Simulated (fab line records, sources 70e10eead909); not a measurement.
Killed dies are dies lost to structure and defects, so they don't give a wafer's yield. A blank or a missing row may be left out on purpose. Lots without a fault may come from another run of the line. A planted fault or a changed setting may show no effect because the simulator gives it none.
Chamber matching | flow nand_harc | NHARC_A_STAIRCASE_DEP_151 on pecvd-02: 3 sister chambers
The step deposits SiO2, target thk 3800 nm. 14 wafers are shown with their chamber, then 7 later ones without.

WAFERS WITH THEIR CHAMBER
wafer  | chamber | heater_power_w (W) | rf_fwd_power_W (W)
L075.2 | 2       | 824                | 499.6
L075.3 | 1       | 555                | 498.4
L075.4 | 0       | 526                | 500.8
L074.1 | 1       | 597                | 500.0
L074.5 | 1       | 509                | 500.0
L074.6 | 2       | 684                | 500.2
L078.3 | 2       | 782                | 500.3
L078.5 | 0       | 516                | 499.2
L078.6 | 2       | 678                | 499.6
L080.1 | 1       | 586                | 498.8
L080.2 | 2       | 844                | 498.5
L080.6 | 0       | 526                | 499.6
L081.2 | 2       | 845                | 500.6
L081.3 | 1       | 620                | 498.8

SIGNATURES (means of the wafers above)
reading        | chamber 0 | chamber 1 | chamber 2 | scatter within a chamber
heater_power_w | 522.67    | 573.40    | 776.17    | 58.2
rf_fwd_power_W | 499.867   | 499.200   | 499.800   | 0.766
Rule: a wafer's distance from a chamber is the root of the sum, over the readings, of the square of ((its reading less the chamber's mean) divided by the reading's scatter). The wafer belongs to the nearest chamber; if the next one is less than 2 further off, it can't be placed. The scatter: the root of (the sum of the squares of (reading less its chamber's mean) over the shown wafers, divided by (wafers less chambers)).

WAFERS WITHOUT THEIR CHAMBER
wafer  | heater_power_w (W) | rf_fwd_power_W (W)
L081.5 | 532                | 497.3
L088.1 | 796                | 500.0
L088.4 | 503                | 499.9
L088.5 | 481                | 498.7
L097.2 | 566                | 499.8
L097.3 | 705                | 501.6
L097.5 | 480                | 499.0

WHICH CHAMBER EACH WENT THROUGH
wafer  | from the rows above          | in truth
L081.5 | can't be placed: 1 or 0      | 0
L088.1 | 2                            | 2
L088.4 | can't be placed: 0 or 1      | 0
L088.5 | can't be placed: 0 or 1      | 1
L097.2 | can't be placed: 0 or 1      | 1
L097.3 | can't be placed: 2 or 1 or 0 | 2
L097.5 | can't be placed: 0 or 1      | 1
Placed correctly: 1 of 7. Can't be placed from these rows: 6 (the true chamber is among the candidates in 6). Placed wrongly: 0.
